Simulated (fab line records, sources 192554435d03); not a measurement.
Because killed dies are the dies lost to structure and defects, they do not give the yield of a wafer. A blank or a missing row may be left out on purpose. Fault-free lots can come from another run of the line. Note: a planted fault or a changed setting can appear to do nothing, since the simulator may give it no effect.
fab line records | flow n5-finfet
[record] lots = 7 wafers = 21
route steps=1938 shown GATE_CUT@490 MOL_CONTACT_COAG@563 BEOL_M0_SAQP@676 BEOL_M0_CUTY@714 BEOL_M0@715 PASSIVATION@1936
start-h: start of the lot's first displayed wafer, in hours after the record's first day | wait-h: hours since the lot's step before | " identical to the entry in the row above | L1.1+2: several wafers, shown together as one row | - no value, or no start given | * or withheld: withheld | < > ~ a bound
route shown NAME@n: NAME is a module with steps in the file, n the number in the route of the first one | usual: the fault-free wafers' mean and standard deviation | same: alike in all rows | chamber/n: place in a boat | sites: readings site by site | _std_site: the standard deviation of these | _edge_site: mean of outer sites minus mean of inner sites | radius-mm: how far each site lies from the wafer's centre | mask NAME#n: copy n | behind: the last tool/chamber to shape the wafer | hold: reason for holding the lot/hours on hold/outcome of the hold | device: the transistor (n, p or np) that didn't switch | end of line: tests of these same wafers at the route's end | a step with no rows: only its recipe | killed: at the first sort, the dies lost to defects and structure; wafer yield is something else | map: per-die view of a wafer (x killed, . not killed, _ where there is no die)
set.NAME: the setting that was run; set.NAME@STEP: the one run at that earlier step | model.NAME: the simulator's own value behind a step, which no gauge read
lots whose settings were changed on purpose; a table a step, a row a wafer
[[steps]]
[step N5_GATE_CUT_DESCUM_18]
[recipe] chemistry = O2 time-s = 7 source-power-w = 50 bias-power-w = 20 pressure-mtorr = 20 rf-frequency-hz = 2.712e+07 temp-c = 40 resist = CAR-EUV o2-flow-sccm = 225
// columns lot.wafer tool chamber start-h wait-h set.time-s model.CAR-EUV_of_GATE_CUT_COAT_07.thk-nm
L080.1 rie-diel-03 2 121.65 0.0 7.579 26
L080.2+5 " 3 " " 7 26.2
L087.1 rie-diel-03 2 162.54 0.0 7 26.2
L087.2+4 " 0,1 " " 7.52 25.8
L090.1+6 rie-diel-04 1,0 178.41 0.0 7 26
L090.5 " 3 " " 7.566 25.8
L091.1 rie-diel-05 0 189.21 0.3 7 25.8
L091.5+6 " 2,3 " " 8.394 25.2
L093.1+2+5 rie-diel-03 2,3,1 199.52 0.0 7 26
L095.1 rie-diel-04 0 209.79 0.1 7 26.2
L095.3 " 2 " " 8.548 25.4
L095.6 " 0 " " 7 26
L096.1+6 rie-diel-03 3,0 215.38 0.0 7 26
L096.3 " 0 " " 8.484 25.4
[step N5_GATE_CUT_ETCH_28]
[recipe] chemistry = N2/H2 target = underlayer target-depth-a = 130 mask-material = CAR-EUV time-s = 10.4 ion-energy-ev = 200 pressure-mtorr = 30 source-w = 840 bias-w = 150 n2-flow-sccm = 200 h2-flow-sccm = 200 ends = cleared
// columns lot.wafer tool chamber start-h wait-h set.time-s@GATE_CUT_DESCUM_18 model.CAR-EUV_of_GATE_CUT_COAT_07.thk-nm
L080.1 rie-diel-03 2 121.68 0.0 7.579 14.6
L080.2+5 " 3 " " 7 14.8
L087.1 rie-diel-03 2 162.57 0.0 7 14.8
L087.2 " 0 " " 7.52 14.6
L087.4 " 1 " " 7.52 14.4
L090.1 rie-diel-04 1 178.44 0.0 7 14.4
L090.5 " 3 " " 7.566 14.4
L090.6 " 0 " " 7 14.6
L091.1 rie-diel-05 0 189.25 0.0 7 14.4
L091.5 " 2 " " 8.394 13.6
L091.6 " 3 " " 8.394 13.8
L093.1 rie-diel-03 2 199.56 0.0 7 14.8
L093.2 " 3 " " 7 14.6
L093.5 " 1 " " 7 14.4
L095.1 rie-diel-04 0 209.83 0.0 7 14.8
L095.3 " 2 " " 8.548 14
L095.6 " 0 " " 7 14.6
L096.1+6 rie-diel-03 3,0 215.41 0.0 7 14.6
L096.3 " 0 " " 8.484 14
[step N5_GATE_CUT_ETCH_36]
[recipe] chemistry = CF4 target = SiARC target-depth-a = 130 mask-material = CAR-EUV time-s = 21.7 ion-energy-ev = 80 pressure-mtorr = 40 source-w = 545 bias-w = 36 Ar_flow_sccm = 100 cf4-flow-sccm = 100 ends = cleared
// columns lot.wafer tool chamber start-h wait-h set.spin-rpm@GATE_CUT_COAT_35 set.time-s@GATE_CUT_DESCUM_18 model.CAR-EUV_of_GATE_CUT_COAT_07.thk-nm model.etch.depth-nm
L080.1 rie-diel-03 2 121.70 0.0 1500 7.579 7 10.02
L080.2 " 3 " " 1577 7 7.4 9.788
L080.5 " 3 " " 1500 7 7.2 10.01
L087.1 rie-diel-03 2 162.59 0.0 1663 7 7.6 9.5
L087.2 " 0 " " 1663 7.52 7.2 9.479
L087.4 " 1 " " 1500 7.52 6.8 10.02
L090.1 rie-diel-04 1 178.46 0.0 1500 7 6.6 9.99
L090.5 " 3 " " 1500 7.566 6.8 9.991
L090.6 " 0 " " 1349 7 6.6 10.53
L091.1 rie-diel-05 0 189.27 0.0 1500 7 6.8 9.971
L091.5 " 2 " " 1344 8.394 5.4 10.6
L091.6 " 3 " " 1500 8.394 6 10.01
L093.1 rie-diel-03 2 199.58 0.0 1500 7 7 9.983
L093.2 " 3 " " 1500 7 7 9.991
L093.5 " 1 " " 1500 7 6.8 9.991
L095.1 rie-diel-04 0 209.85 0.0 1500 7 7 9.98
L095.3 " 2 " " 1355 8.548 5.8 10.53
L095.6 " 0 " " 1355 7 6.6 10.51
L096.1 rie-diel-03 3 215.43 0.0 1500 7 7 10
L096.3 " 0 " " 1500 8.484 6.2 9.988
L096.6 " 0 " " 1500 7 7 10.01
[step N5_GATE_CUT_ETCH_37]
[recipe] chemistry = N2/H2 target = SOC target-depth-a = 600 overetch-a = 120 mask-material = SiARC temp-c = 40 time-s = 90 ion-energy-ev = 200 pressure-mtorr = 30 source-w = 840 bias-w = 150 n2-flow-sccm = 200 h2-flow-sccm = 200
// columns lot.wafer tool chamber start-h wait-h set.spin-rpm@GATE_CUT_COAT_35 model.SiARC_of_GATE_CUT_COAT_35.thk-nm
L080.1 rie-diel-03 2 121.73 0.0 1500 6
L080.2 " 3 " " 1577 5.6
L080.5 " 3 " " 1500 5.8
L087.1 rie-diel-03 2 162.62 0.0 1663 5.6
L087.2 " 0 " " 1663 5.4
L087.4 " 1 " " 1500 6
L090.1+5 rie-diel-04 1,3 178.49 0.0 1500 6
L090.6 " 0 " " 1349 6.6
L091.1+6 rie-diel-05 0,3 189.29 0.0 1500 6
L091.5 " 2 " " 1344 6.6
L093.1+5 rie-diel-03 2,1 199.60 0.0 1500 6
L093.2 " 3 " " 1500 5.8
L095.1 rie-diel-04 0 209.88 0.0 1500 6
L095.3 " 2 " " 1355 6.6
L095.6 " 0 " " 1355 6.4
L096.1 rie-diel-03 3 215.46 0.0 1500 5.8
L096.3+6 " 0 " " 1500 6
[step N5_MOL_CONTACT_COAG_PECVD_31]
[recipe] material = SiO2 target-thk-a = 460 temp-c = 400 precursor = TEOS/O2 pressure-torr = 6.5 rf-w = withheld teos-flow-sccm = withheld gas = O2 flow-sccm = 2650 time-s = 8.9
// columns lot.wafer tool chamber start-h wait-h set.temp-c model.SiO2_of_MOL_CONTACT_COAG_PECVD_31.thk-nm
L080.1+2 pecvd-02 1,2 133.84 0.3 400 45.6
L080.5 " 0 " " 400 45.8
L087.1 pecvd-03 1 176.03 0.3 417.9 41
L087.2 " 2 " " 400 45.2
L087.4 " 1 " " 400 46.8
L090.1 pecvd-04 1 192.85 0.3 410.9 41.8
L090.5 " 1 " " 410.9 43
L090.6 " 0 " " 400 45.8
L091.1 pecvd-03 2 204.11 0.3 417 39.8
L091.5 " 2 " " 400 45.8
L091.6 " 1 " " 417 41.4
L093.1 pecvd-04 0 211.57 0.3 400 45.4
L093.2 " 1 " " 400 45.2
L093.5 " 0 " " 400 45.8
L095.1 pecvd-04 1 224.16 0.3 393.1 46.2
L095.3 " 0 " " 393.1 47.2
L095.6 " 1 " " 393.1 46.8
L096.1 pecvd-02 2 227.74 0.3 400 45.8
L096.3 " 1 " " 387.4 49.8
L096.6 " 0 " " 387.4 49.4
[step N5_MOL_CONTACT_COAG_COAT_75]
[recipe] resist = SOC temp-c = 250 time-s = 60 spin-rpm = 1500 resist-thk-nm = 60
[step N5_MOL_CONTACT_COAG_COAT_76]
[recipe] resist = SiARC temp-c = 220 time-s = 60 spin-rpm = 1500 resist-thk-nm = 10
[step N5_MOL_CONTACT_COAG_ETCHBACK_135]
[recipe] chemistry = CHF3 target = SiO2 target-depth-a = 250 time-s = 16.7 ion-energy-ev = 200 pressure-mtorr = 30 source-w = 610 bias-w = 170 Ar_flow_sccm = 200 CHF3_flow_sccm = 50
[step N5_MOL_CONTACT_COAG_STRIP_118]
[recipe] chemistry = CHF3 resist = SiARC rf-frequency-hz = 6e+07
[step N5_MOL_CONTACT_COAG_VIA_ETCH_46]
[recipe] chemistry = C4F6/O2 target-depth-a = 460 overetch-a = 92 mask-material = SOC target = SiO2 bias-w = 455 pressure-mtorr = 10 time-s = 40 source-w = 325 Ar_flow_sccm = 300 C4F6_flow_sccm = 10 O2_flow_sccm = 10 ion-energy-ev = 575.3 ends = end-point
// columns lot.wafer tool chamber start-h wait-h set.temp-c@MOL_CONTACT_COAG_PECVD_31 model.etch.depth-nm
L080.1 rie-diel-01 2 134.90 0.0 400 45.51
L080.2 " 0 " " 400 45.68
L080.5 " 0 " " 400 45.86
L087.1 rie-diel-02 2 177.16 0.0 417.9 40.97
L087.2 " 3 " " 400 45.2
L087.4 " 1 " " 400 46.72
L090.1 rie-diel-01 1 194.47 0.0 410.9 41.85
L090.5 " 2 " " 410.9 43.07
L090.6 " 3 " " 400 45.74
L091.1 rie-diel-02 1 205.21 0.0 417 39.9
L091.5 " 1 " " 400 45.74
L091.6 " 2 " " 417 41.32
L093.1 rie-diel-01 1 212.82 0.0 400 45.31
L093.2 " 3 " " 400 45.23
L093.5 " 2 " " 400 45.82
L095.1 rie-diel-01 0 225.35 0.0 393.1 46.28
L095.3 " 3 " " 393.1 47.14
L095.6 " 1 " " 393.1 46.86
L096.1 rie-diel-01 1 230.47 0.0 400 45.7
L096.3 " 2 " " 387.4 49.79
L096.6 " 1 " " 387.4 49.48
[step N5_MOL_CONTACT_COAG_VIA_ETCH_117]
[recipe] chemistry = C4F6/O2 target-depth-a = 400 overetch-a = 80 mask-material = SOC target = SiO2 bias-w = 455 pressure-mtorr = 10 time-s = 26 source-w = 325 Ar_flow_sccm = 300 C4F6_flow_sccm = 10 O2_flow_sccm = 10 ion-energy-ev = 575.3 ends = end-point
[usual] rf-vpp-V = 1569/30
// columns lot.wafer tool chamber start-h wait-h set.bias-w rf-vpp-V
L080.1 rie-diel-02 1 136.41 0.0 378.1 1342
L080.2 " 2 " " 378.1 1416
L080.5 " 1 " " 455 1542
L087.1 rie-diel-02 1 178.55 0.0 455 1541
L087.2 " 3 " " 397.1 1409
L087.4 " 2 " " 455 1627
L090.1 rie-diel-06 1 195.85 0.0 455 1592
L090.5 " 1 " " 404.2 1457
L090.6 " 2 " " 404.2 1402
L091.1 rie-diel-01 3 206.76 0.0 455 1623
L091.5 " 0 " " 396.1 1409
L091.6 " 3 " " 396.1 1465
L093.1 rie-diel-02 2 214.32 0.0 455 1626
L093.2 " 1 " " 455 1540
L093.5 " 0 " " 455 1552
L095.1 rie-diel-02 0 227.02 0.0 455 1551
L095.3 " 2 " " 455 1626
L095.6 " 1 " " 534.1 1735
L096.1 rie-diel-02 3 233.28 0.0 455 1560
L096.3 " 2 " " 455 1626
L096.6 " 0 " " 455 1552
[step N5_MOL_CONTACT_COAG_CVD_140]
[recipe] material = W target-thk-a = 665 mode = selective-fill temp-c = 300 time-s = 215
// columns lot.wafer tool chamber start-h wait-h set.target-thk-a model.W_of_MOL_CONTACT_COAG_CVD_140.thk-nm
L080.1+5 cvd-w-01 1,0 136.89 0.1 665 66
L080.2 " 0 " " 665 65.2
L087.1 cvd-w-01 0 179.03 0.1 700 70.4
L087.2 " 1 " " 700 69.8
L087.4 " 0 " " 665 65.8
L090.1 cvd-w-01 1 196.34 0.1 595 59.8
L090.5 " 0 " " 665 66.4
L090.6 " 1 " " 665 66.6
L091.1+5+6 cvd-w-02 1,1,0 207.29 0.1 665 66.6
L093.1+5 cvd-w-01 0,1 214.81 0.1 665 66.2
L093.2 " 1 " " 665 65.6
L095.1 cvd-w-02 0 227.50 0.1 665 66
L095.3 " 0 " " 665 66.2
L095.6 " 0 " " 746 74.2
L096.1 cvd-w-01 0 233.76 0.1 594.8 58.4
L096.3 " 1 " " 665 65.8
L096.6 " 1 " " 594.8 58.6
[step N5_BEOL_M0_SAQP_SPACER2_ALD_26]
[recipe] material = SiO2 target-thk-a = 150 temp-c = 300 ald-precursor-family = BDEAS ald-co-reactant = O2-plasma pulse-time-s = 1 purge-time-s = 2 co-reactant-purge-time-s = 2 pressure-torr = 2
// columns lot.wafer tool chamber start-h wait-h set.target-thk-a model.SiO2_of_BEOL_M0_SAQP_SPACER2_ALD_26.thk-nm
L080.1+5 ald-sin-03 3,2 146.31 0.1 137.2 13.6
L080.2 " 0 " " 150 15
L087.1 ald-sin-03 2 189.93 2.8 167.2 16.6
L087.2+4 " 1,0 " " 150 15
L090.1+5+6 ald-sin-03 3,2,1 204.57 0.1 150 15
L091.1 ald-sin-02 1 215.49 0.4 157 15.8
L091.5 " 3 " " 157 15.6
L091.6 " 2 " " 150 15
L093.1+2+5 ald-sin-02 2,1,1 222.56 0.1 150 15
L095.1+6 ald-sin-02 3,2 235.65 0.1 155.3 15.6
L095.3 " 1 " " 155.3 15.4
L096.1+6 ald-sin-03 1,0 244.21 0.5 156.6 15.6
L096.3 " 0 " " 150 15
[step N5_BEOL_M0_SAQP_SPACER2_ETCHBACK_27]
[recipe] chemistry = CHF3/O2 mode = anisotropic-etchback target = SiO2 target-depth-a = 225 time-s = 11.25 pressure-mtorr = 30 source-w = 650 bias-w = 170 Ar_flow_sccm = 200 CHF3_flow_sccm = 50 O2_flow_sccm = 5 ion-energy-ev = 200
[step N5_BEOL_M0_SAQP_MANDREL2_REMOVE_110]
[recipe] chemistry = HBr/Cl2/O2 bt-time-s = 10 target = a-Si stop-on = SiCN endpoint = OES-SiCl over-etch-frac = 1 icp-w = 600 bias-w = 30 HBr_flow_sccm = 150 Cl2_flow_sccm = 80 O2_flow_sccm = 5 pressure-mtorr = 10
// columns lot.wafer tool chamber start-h wait-h set.target-thk-a@BEOL_M0_SAQP_SPACER2_ALD_26 model.BEOL_M0_SAQP.cd-nm model.SiO2_of_BEOL_M0_SAQP_SPACER2_ALD_26.thk-nm
L080.1+5 rie-si-02 2 146.95 0.1 137.2 13.6 9.2
L080.2 " 3 " " 150 15 10.4
L087.1 rie-si-06 2 190.58 0.1 167.2 16.6 12.2
L087.2 " 1 " " 150 15 10.4
L087.4 " 0 " " 150 15 10.6
L090.1 rie-si-03 3 205.21 0.1 150 15.2 10.6
L090.5 " 2 " " 150 14.8 10.6
L090.6 " 1 " " 150 15 10.6
L091.1 rie-si-02 1 216.13 0.1 157 15.8 11.4
L091.5 " 1 " " 157 15.8 11.2
L091.6 " 2 " " 150 15 10.6
L093.1+5 rie-si-02 2,0 223.34 0.1 150 15 10.6
L093.2 " 1 " " 150 15.2 10.6
L095.1+6 rie-si-02 2,3 236.36 0.1 155.3 15.6 11
L095.3 " 0 " " 155.3 15.4 11
L096.1 rie-si-02 3 244.85 0.1 156.6 15.8 11.2
L096.3 " 0 " " 150 14.8 10.6
L096.6 " 2 " " 156.6 15.6 11.2
[step N5_BEOL_M0_SAQP_EXPOSE_37]
[recipe] mask-id = M0_CUT1 na = 0.33 source-shape = annular sigma-inner = 0.35 sigma-outer = 0.8 polarization = unpolarized target-cd-nm = 30 dose-mj = 44.75
// columns lot.wafer tool chamber start-h wait-h mask set.dose-mj
L080.1+2+5 euv-scanner-02 0 147.35 - M0_CUT1#0 44.75
L087.1+2 euv-scanner-01 0 190.86 - M0_CUT1#0 43.24
L087.4 " 0 " " M0_CUT1#0 44.75
L090.1+5 euv-scanner-02 0 205.61 - M0_CUT1#0 44.75
L090.6 " 0 " " M0_CUT1#0 42.05
L091.1+6 euv-scanner-01 0 216.54 - M0_CUT1#0 43.32
L091.5 " 0 " " M0_CUT1#0 44.75
L093.1+2+5 euv-scanner-01 0 223.75 - M0_CUT1#0 44.75
L095.1+6 euv-scanner-02 0 236.76 - M0_CUT1#0 41.85
L095.3 " 0 " " M0_CUT1#0 44.75
L096.1+3+6 euv-scanner-01 0 245.26 - M0_CUT1#0 44.75
[step N5_BEOL_M0_SAQP_PEB_38]
[recipe] peb-temp-c = 100 peb-time-s = 60 resist = CAR-EUV
[step N5_BEOL_M0_SAQP_DEVELOP_39]
[recipe] develop-time-s = 30 developer = TMAH resist = CAR-EUV rinse-liquid = surfactant-rinse dry = air-spin dev-temp-c = 23
[step N5_BEOL_M0_SAQP_CD_MEAS_40]
[recipe] target-cd-nm = 30 landing-energy-ev = 500 detector = se-inlens
[usual] cd-nm = 30.13/0.23
// columns lot.wafer tool chamber start-h wait-h set.dose-mj@BEOL_M0_SAQP_EXPOSE_37 cd-nm
L080.1 cd-sem-03 0 147.49 - 44.75 30.11
L080.2 " 0 " " 44.75 30.01
L080.5 " 0 " " 44.75 30.02
L087.1 cd-sem-02 0 191.00 - 43.24 28.85
L087.2 " 0 " " 43.24 29.52
L087.4 " 0 " " 44.75 29.92
L090.1 cd-sem-01 0 205.75 - 44.75 30.35
L090.5 " 0 " " 44.75 29.91
L090.6 " 0 " " 42.05 28.74
L091.1 cd-sem-01 0 216.67 - 43.32 29.52
L091.5 " 0 " " 44.75 30.27
L091.6 " 0 " " 43.32 29.09
L093.1 cd-sem-02 0 223.88 - 44.75 29.97
L093.2 " 0 " " 44.75 30.12
L093.5 " 0 " " 44.75 30.26
L095.1 cd-sem-01 0 236.90 - 41.85 28.50
L095.3 " 0 " " 44.75 30.08
L095.6 " 0 " " 41.85 28.61
L096.1 cd-sem-02 0 245.39 - 44.75 29.83
L096.3 " 0 " " 44.75 29.96
L096.6 " 0 " " 44.75 30.02
[step N5_BEOL_M0_SAQP_DESCUM_45]
[recipe] chemistry = O2 time-s = 7 source-power-w = 50 bias-power-w = 20 pressure-mtorr = 20 rf-frequency-hz = 2.712e+07 temp-c = 40 resist = CAR-EUV o2-flow-sccm = 225
// columns lot.wafer tool chamber start-h wait-h set.dose-mj@BEOL_M0_SAQP_EXPOSE_37 model.BEOL_M0_SAQP.cd-nm
L080.1+5 rie-diel-05 2,0 147.61 0.0 44.75 30
L080.2 " 0 " " 44.75 29.8
L087.1+2 rie-diel-03 0,2 191.15 0.1 43.24 29.2
L087.4 " 1 " " 44.75 30
L090.1+5 rie-diel-04 3,0 205.87 0.0 44.75 30
L090.6 " 3 " " 42.05 28.8
L091.1 rie-diel-03 3 216.79 0.0 43.32 29.4
L091.5 " 2 " " 44.75 30
L091.6 " 1 " " 43.32 29.2
L093.1+2+5 rie-diel-05 0,2,3 224.23 0.3 44.75 30.2
L095.1 rie-diel-03 0 237.35 0.4 41.85 28.4
L095.3 " 1 " " 44.75 30
L095.6 " 1 " " 41.85 28.6
L096.1 rie-diel-04 1 245.51 0.0 44.75 29.8
L096.3 " 0 " " 44.75 30.2
L096.6 " 0 " " 44.75 30
[step N5_BEOL_M0_SAQP_ETCH_88]
[recipe] chemistry = N2/H2 target = underlayer target-depth-a = 65 time-s = 5.2 ion-energy-ev = 200 mask-material = CAR-EUV pressure-mtorr = 30 source-w = 840 bias-w = 150 n2-flow-sccm = 200 h2-flow-sccm = 200 ends = cleared
[step N5_BEOL_M0_SAQP_ETCH_73]
[recipe] chemistry = CF4 target = SiARC target-depth-a = 195 mask-material = CAR-EUV time-s = 32.5 ion-energy-ev = 80 pressure-mtorr = 40 source-w = 545 bias-w = 36 Ar_flow_sccm = 100 cf4-flow-sccm = 100 ends = cleared
[step N5_BEOL_M0_SAQP_CUT_ETCH_46]
[recipe] chemistry = N2/H2 target = SOC target-depth-a = 1350 overetch-a = 270 temp-c = 40 time-s = 202.5 ion-energy-ev = 200 mask-material = SiARC pressure-mtorr = 30 source-w = 840 bias-w = 150 n2-flow-sccm = 200 h2-flow-sccm = 200
// columns lot.wafer tool chamber start-h wait-h set.dose-mj@BEOL_M0_SAQP_EXPOSE_37 model.BEOL_M0_SAQP.cd-nm
L080.1 rie-diel-05 2 147.69 0.0 44.75 30.4
L080.2 " 0 " " 44.75 29.6
L080.5 " 0 " " 44.75 29.8
L087.1 rie-diel-03 0 191.24 0.0 43.24 29.2
L087.2 " 2 " " 43.24 29.4
L087.4 " 1 " " 44.75 30.4
L090.1+5 rie-diel-04 3,0 205.95 0.0 44.75 30.4
L090.6 " 3 " " 42.05 29.2
L091.1 rie-diel-03 3 216.88 0.0 43.32 29.2
L091.5 " 2 " " 44.75 30
L091.6 " 1 " " 43.32 29.4
L093.1 rie-diel-05 0 224.31 0.0 44.75 29.8
L093.2 " 2 " " 44.75 30.6
L093.5 " 3 " " 44.75 30.2
L095.1 rie-diel-03 0 237.43 0.0 41.85 28.4
L095.3 " 1 " " 44.75 30
L095.6 " 1 " " 41.85 28.6
L096.1 rie-diel-04 1 245.60 0.0 44.75 29.6
L096.3 " 0 " " 44.75 30.6
L096.6 " 0 " " 44.75 30.2
[step N5_BEOL_M0_SAQP_STRIP_74]
[recipe] chemistry = N2/H2 temp-c = 40 n2-flow-sccm = 200 h2-flow-sccm = 200 rf-frequency-hz = 6e+07
[step N5_BEOL_M0_SAQP_STRIP_89]
[recipe] chemistry = N2/H2 temp-c = 40 n2-flow-sccm = 200 h2-flow-sccm = 200 rf-frequency-hz = 6e+07
[step N5_BEOL_M0_CUTY_STRIP_64]
[recipe] chemistry = N2/H2 temp-c = 40 n2-flow-sccm = 200 h2-flow-sccm = 200 rf-frequency-hz = 6e+07
[step N5_BEOL_M0_ETCH_138]
[recipe] chemistry = CH3F/O2 target-depth-a = 120 target = SiCN time-s = 31.6 ion-energy-ev = 120 pressure-mtorr = 30 source-w = 395 bias-w = 75 Ar_flow_sccm = 150 CH3F_flow_sccm = 30 O2_flow_sccm = 20 ends = cleared
[step N5_BEOL_M0_HM_OPEN_105]
[recipe] chemistry = Cl2/BCl3 target-depth-a = 120 target = TiN ion-energy-ev = 150 pressure-mtorr = 10 icp-w = 1000 bias-w = 126 Cl2_flow_sccm = 53.25 bcl3-flow-sccm = 21.75 Ar_flow_sccm = 25
// columns lot.wafer tool chamber start-h wait-h set.target-thk-a@BEOL_M0_SAQP_SPACER2_ALD_26 model.SiO2_of_BEOL_M0_SAQP_SPACER2_ALD_26.thk-nm
L080.1+5 rie-metal-01 1 150.11 0.1 137.2 1.8
L080.2 " 0 " " 150 2.8
L087.1 rie-metal-02 0 193.53 0.6 167.2 4.2
L087.2+4 " 1,0 " " 150 2.6
L090.1+5 rie-metal-03 0,1 208.21 0.5 150 2.6
L090.6 " 0 " " 150 2.8
L091.1+5 rie-metal-03 1 219.77 1.5 157 3.4
L091.6 " 0 " " 150 2.8
L093.1+2+5 rie-metal-03 0,1,1 226.27 0.4 150 2.6
L095.1+3+6 rie-metal-02 0,1,1 239.04 0.1 155.3 3.2
L096.1 rie-metal-02 1 247.18 0.1 156.6 3.6
L096.3 " 1 " " 150 2.8
L096.6 " 1 " " 156.6 3.4
[step N5_PASSIVATION_PROBE_49]
[usual] defect-limited-yield = 91.0/1.5 killed-dies = 106/17 sort-yield-pct = 91.0/1.5
// columns lot.wafer tool chamber start-h wait-h set.temp-c@MOL_CONTACT_COAG_PECVD_31 set.bias-w@BEOL_M11_ETCH_62 defect-limited-yield[%] killed-dies sort-yield-pct[%]
L080.1 prober-01 - 292.73 0.0 400 150 90.9 107 90.9
L080.2 prober-01 - 292.78 0.1 400 166.8 84.1 188 84.1
L080.5 prober-01 - 292.93 0.2 400 166.8 84.2 186 84.2
L087.1 prober-02 - 341.91 0.0 417.9 173.4 0.3 1177 0.3
L087.2 prober-02 - 341.96 0.1 400 150 87.7 145 87.7
L087.4 prober-02 - 342.06 0.2 400 150 88.1 140 88.1
L090.1 prober-02 - 368.21 0.0 410.9 125.3 91.4 101 91.4
L090.5 prober-02 - 368.41 0.2 410.9 125.3 90.9 107 90.9
L090.6 prober-02 - 368.46 0.3 400 150 85.3 174 85.3
L091.1 prober-02 - 377.16 0.0 417 133.8 57.0 507 57.0
L091.5 prober-02 - 377.36 0.2 400 150 89.3 126 89.3
L091.6 prober-02 - 377.41 0.3 417 133.8 81.8 215 81.8
L093.1 prober-02 - 380.97 0.0 400 150 90.0 118 90.0
L093.2 prober-02 - 381.02 0.1 400 150 91.9 95 91.9
L093.5 prober-02 - 381.17 0.2 400 150 91.6 99 91.6
L095.1 prober-01 - 393.31 0.0 393.1 150 85.6 170 85.6
L095.3 prober-01 - 393.41 0.1 393.1 150 87.0 153 87.0
L095.6 prober-01 - 393.56 0.3 393.1 150 81.6 217 81.6
L096.1 prober-02 - 404.80 0.0 400 171 0.2 1178 0.2
L096.3 prober-02 - 404.90 0.1 387.4 150 86.8 156 86.8
L096.6 prober-02 - 405.05 0.3 387.4 150 89.2 127 89.2
[[key]]
[split] step = N5_GATE_CUT_DESCUM_18 setting = time-s stated = 7 by = wafer
[response] step = N5_GATE_CUT_DESCUM_18 reading = model.CAR-EUV_of_GATE_CUT_COAT_07.thk-nm change = -0.0304 per = 1% r = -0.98
[response] step = N5_GATE_CUT_ETCH_28 reading = model.CAR-EUV_of_GATE_CUT_COAT_07.thk-nm change = -0.0307 per = 1% r = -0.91
[response] step = N5_GATE_CUT_ETCH_36 reading = model.CAR-EUV_of_GATE_CUT_COAT_07.thk-nm change = -0.0435 per = 1% r = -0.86
[split] step = N5_MOL_CONTACT_COAG_PECVD_31 setting = temp-c stated = 400 by = wafer
[response] step = N5_MOL_CONTACT_COAG_PECVD_31 reading = model.SiO2_of_MOL_CONTACT_COAG_PECVD_31.thk-nm change = -1.19 per = 1% r = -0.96
[response] step = N5_MOL_CONTACT_COAG_VIA_ETCH_46 reading = model.etch.depth-nm change = -1.18 per = 1% r = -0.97
[response] step = N5_PASSIVATION_PROBE_49 reading = defect-limited-yield slope = -12.3 per = 1% together-with = bias-w@BEOL_M11_ETCH_62 explained = 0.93
[response] step = N5_PASSIVATION_PROBE_49 reading = killed-dies slope = +145 per = 1% together-with = bias-w@BEOL_M11_ETCH_62 explained = 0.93
[response] step = N5_PASSIVATION_PROBE_49 reading = sort-yield-pct slope = -12.3 per = 1% together-with = bias-w@BEOL_M11_ETCH_62 explained = 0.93
[split] step = N5_MOL_CONTACT_COAG_VIA_ETCH_117 setting = bias-w stated = 455 by = wafer
[response] step = N5_MOL_CONTACT_COAG_VIA_ETCH_117 reading = rf-vpp-V change = +11.3 per = 1% r = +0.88
[split] step = N5_MOL_CONTACT_COAG_CVD_140 setting = target-thk-a stated = 665 by = wafer
[response] step = N5_MOL_CONTACT_COAG_CVD_140 reading = model.W_of_MOL_CONTACT_COAG_CVD_140.thk-nm change = +0.675 per = 1% r = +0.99
[split] step = N5_BEOL_M0_SAQP_SPACER2_ALD_26 setting = target-thk-a stated = 150 by = wafer
[response] step = N5_BEOL_M0_SAQP_SPACER2_ALD_26 reading = model.SiO2_of_BEOL_M0_SAQP_SPACER2_ALD_26.thk-nm change = +0.147 per = 1% r = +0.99
[response] step = N5_BEOL_M0_SAQP_MANDREL2_REMOVE_110 reading = model.BEOL_M0_SAQP.cd-nm change = +0.155 per = 1% r = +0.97
[response] step = N5_BEOL_M0_SAQP_MANDREL2_REMOVE_110 reading = model.SiO2_of_BEOL_M0_SAQP_SPACER2_ALD_26.thk-nm change = +0.145 per = 1% r = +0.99
[response] step = N5_BEOL_M0_HM_OPEN_105 reading = model.SiO2_of_BEOL_M0_SAQP_SPACER2_ALD_26.thk-nm change = +0.133 per = 1% r = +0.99
[split] step = N5_BEOL_M0_SAQP_EXPOSE_37 setting = dose-mj stated = 44.75 by = wafer
[response] step = N5_BEOL_M0_SAQP_CD_MEAS_40 reading = cd-nm change = +0.238 per = 1% r = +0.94
[response] step = N5_BEOL_M0_SAQP_DESCUM_45 reading = model.BEOL_M0_SAQP.cd-nm change = +0.219 per = 1% r = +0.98
[response] step = N5_BEOL_M0_SAQP_CUT_ETCH_46 reading = model.BEOL_M0_SAQP.cd-nm change = +0.229 per = 1% r = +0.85
split outside-this-file step=N5_GATE_CUT_COAT_35 setting=spin-rpm
split outside-this-file step=N5_BEOL_M11_ETCH_62 setting=bias-w
// split outside-this-file: this setting was split too, and the file shows its column; the key of that split is in another file
